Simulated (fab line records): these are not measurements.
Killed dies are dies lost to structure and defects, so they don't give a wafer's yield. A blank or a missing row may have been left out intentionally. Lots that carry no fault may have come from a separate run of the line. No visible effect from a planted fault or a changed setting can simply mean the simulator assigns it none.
Split-lot study / flow n5_finfet / on a route of 1938 steps: 7 lots, 21 wafers read

== ABOUT THE SPLIT ==
At N5_MOL_CONTACT_COAG_ALD_133 (deposits SiO2, target thk 5 nm, pulse time 1 s, co reactant pulse time 1 s), the setting ald_cycles was moved away from the recipe's 35 on 8 of the 21 wafers read, by -17.1% to +14.3%. For the rest of the wafers, this setting stayed at what the recipe calls for.

The reading is taken at the split's own step.

== THE READING ==
SiO2_of_MOL_CONTACT_COAG_ALD_133.thk_nm (the simulator's own value, which no gauge read), in nm, at N5_MOL_CONTACT_COAG_ALD_133 (deposits SiO2, target thk 5 nm, pulse time 1 s, co reactant pulse time 1 s). The file does not state a usual value for it.

wafer=L074.1; tool, chamber at the split=ald_sin-02, 2; ald_cycles as run=35; against the recipe=recipe; SiO2_of_MOL_CONTACT_COAG_ALD_133.thk_nm, nm=5; against lot-mates on the recipe=-
wafer=L074.3; tool, chamber at the split=ald_sin-02, 1; ald_cycles as run=29; against the recipe=-17.1%; SiO2_of_MOL_CONTACT_COAG_ALD_133.thk_nm, nm=4.2; against lot-mates on the recipe=-0.8
wafer=L074.5; tool, chamber at the split=ald_sin-02, 1; ald_cycles as run=29; against the recipe=-17.1%; SiO2_of_MOL_CONTACT_COAG_ALD_133.thk_nm, nm=4.2; against lot-mates on the recipe=-0.8
wafer=L075.3; tool, chamber at the split=ald_sin-03, 0,0,1; ald_cycles as run=35; against the recipe=recipe; SiO2_of_MOL_CONTACT_COAG_ALD_133.thk_nm, nm=5; against lot-mates on the recipe=-
wafer=L075.5; tool, chamber at the split=ald_sin-03, 0,0,1; ald_cycles as run=35; against the recipe=recipe; SiO2_of_MOL_CONTACT_COAG_ALD_133.thk_nm, nm=5; against lot-mates on the recipe=-
wafer=L075.6; tool, chamber at the split=ald_sin-03, 0,0,1; ald_cycles as run=35; against the recipe=recipe; SiO2_of_MOL_CONTACT_COAG_ALD_133.thk_nm, nm=5; against lot-mates on the recipe=-
wafer=L076.2; tool, chamber at the split=ald_sin-03, 3,2; ald_cycles as run=29; against the recipe=-17.1%; SiO2_of_MOL_CONTACT_COAG_ALD_133.thk_nm, nm=4.2; against lot-mates on the recipe=-0.8
wafer=L076.6; tool, chamber at the split=ald_sin-03, 3,2; ald_cycles as run=29; against the recipe=-17.1%; SiO2_of_MOL_CONTACT_COAG_ALD_133.thk_nm, nm=4.2; against lot-mates on the recipe=-0.8
wafer=L076.4; tool, chamber at the split=ald_sin-03, 0; ald_cycles as run=35; against the recipe=recipe; SiO2_of_MOL_CONTACT_COAG_ALD_133.thk_nm, nm=5; against lot-mates on the recipe=-
wafer=L077.1; tool, chamber at the split=ald_sin-03, 0,1,3; ald_cycles as run=35; against the recipe=recipe; SiO2_of_MOL_CONTACT_COAG_ALD_133.thk_nm, nm=5; against lot-mates on the recipe=-
wafer=L077.2; tool, chamber at the split=ald_sin-03, 0,1,3; ald_cycles as run=35; against the recipe=recipe; SiO2_of_MOL_CONTACT_COAG_ALD_133.thk_nm, nm=5; against lot-mates on the recipe=-
wafer=L077.5; tool, chamber at the split=ald_sin-03, 0,1,3; ald_cycles as run=35; against the recipe=recipe; SiO2_of_MOL_CONTACT_COAG_ALD_133.thk_nm, nm=5; against lot-mates on the recipe=-
wafer=L084.3; tool, chamber at the split=ald_sin-02, 3; ald_cycles as run=35; against the recipe=recipe; SiO2_of_MOL_CONTACT_COAG_ALD_133.thk_nm, nm=5; against lot-mates on the recipe=-
wafer=L084.4; tool, chamber at the split=ald_sin-02, 1; ald_cycles as run=40; against the recipe=+14.3%; SiO2_of_MOL_CONTACT_COAG_ALD_133.thk_nm, nm=5.8; against lot-mates on the recipe=+0.8
wafer=L084.5; tool, chamber at the split=ald_sin-02, 1; ald_cycles as run=40; against the recipe=+14.3%; SiO2_of_MOL_CONTACT_COAG_ALD_133.thk_nm, nm=5.8; against lot-mates on the recipe=+0.8
wafer=L086.1; tool, chamber at the split=ald_sin-03, 3,2; ald_cycles as run=35; against the recipe=recipe; SiO2_of_MOL_CONTACT_COAG_ALD_133.thk_nm, nm=5; against lot-mates on the recipe=-
wafer=L086.5; tool, chamber at the split=ald_sin-03, 3,2; ald_cycles as run=35; against the recipe=recipe; SiO2_of_MOL_CONTACT_COAG_ALD_133.thk_nm, nm=5; against lot-mates on the recipe=-
wafer=L086.3; tool, chamber at the split=ald_sin-03, 0; ald_cycles as run=32; against the recipe=-8.6%; SiO2_of_MOL_CONTACT_COAG_ALD_133.thk_nm, nm=4.6; against lot-mates on the recipe=-0.4
wafer=L096.4; tool, chamber at the split=ald_sin-02, 2; ald_cycles as run=35; against the recipe=recipe; SiO2_of_MOL_CONTACT_COAG_ALD_133.thk_nm, nm=5; against lot-mates on the recipe=-
wafer=L096.5; tool, chamber at the split=ald_sin-02, 2; ald_cycles as run=35; against the recipe=recipe; SiO2_of_MOL_CONTACT_COAG_ALD_133.thk_nm, nm=5; against lot-mates on the recipe=-
wafer=L096.6; tool, chamber at the split=ald_sin-02, 1; ald_cycles as run=30; against the recipe=-14.3%; SiO2_of_MOL_CONTACT_COAG_ALD_133.thk_nm, nm=4.4; against lot-mates on the recipe=-0.6
When a row names more than one chamber, that row covers several wafers, and the file does not tell which wafer ran in which chamber.

FIT RESULTS
A straight line over all 21 wafers: SiO2_of_MOL_CONTACT_COAG_ALD_133.thk_nm changes by +0.049 nm for each +1% of ald_cycles; r = +1.00; the points scatter about the line by 0.037 nm.
The same after taking each lot's own level away (the mean of its wafers on the recipe; 21 wafers): +0.049 nm for each +1%; r = +1.00; scatter 0.037 nm.
According to that fit, moving ald_cycles by its largest amount changes the reading by 0.84 nm.
The lots' own levels span 5.00 to 5.00 nm.
The two slopes are in agreement: the lot-to-lot level therefore moves the slope only a little.
Check: -0.82 nm against its lot-mates is what the line predicts for one of the wafers moved furthest among these (-17.1%) when that wafer is left out of the fit. It came out at -0.8 nm against them.

== THE OTHER SPLITS THESE WAFERS WENT THROUGH ==
Other splits were also applied to these wafers ahead of the reading. Each is held against what the fit with the lots' levels taken away leaves over:
other split on the same wafers=N5_HKMG_FIN_COAT_43 spin_rpm; wafers away from the commonest value=7; r with SiO2_of_MOL_CONTACT_COAG_ALD_133.thk_nm (lot level and that fit taken away)=+0.25
other split on the same wafers=N5_HKMG_FIN_ETCH_55 time_s; wafers away from the commonest value=3; r with SiO2_of_MOL_CONTACT_COAG_ALD_133.thk_nm (lot level and that fit taken away)=+0.13
other split on the same wafers=N5_MOL_CONTACT_COAG_EXPOSE_05 dose_mj; wafers away from the commonest value=5; r with SiO2_of_MOL_CONTACT_COAG_ALD_133.thk_nm (lot level and that fit taken away)=+0.12
other split on the same wafers=N5_MOL_CONTACT_COAG_CONTACT_ETCH_14 time_s; wafers away from the commonest value=11; r with SiO2_of_MOL_CONTACT_COAG_ALD_133.thk_nm (lot level and that fit taken away)=-0.38
other split on the same wafers=N5_MOL_CONTACT_COAG_EXPOSE_37 dose_mj; wafers away from the commonest value=7; r with SiO2_of_MOL_CONTACT_COAG_ALD_133.thk_nm (lot level and that fit taken away)=+0.06

== THE FILE'S OWN FIT ==
SiO2_of_MOL_CONTACT_COAG_ALD_133.thk_nm changes by +0.0476 nm for each +1% of ald_cycles, r = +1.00.
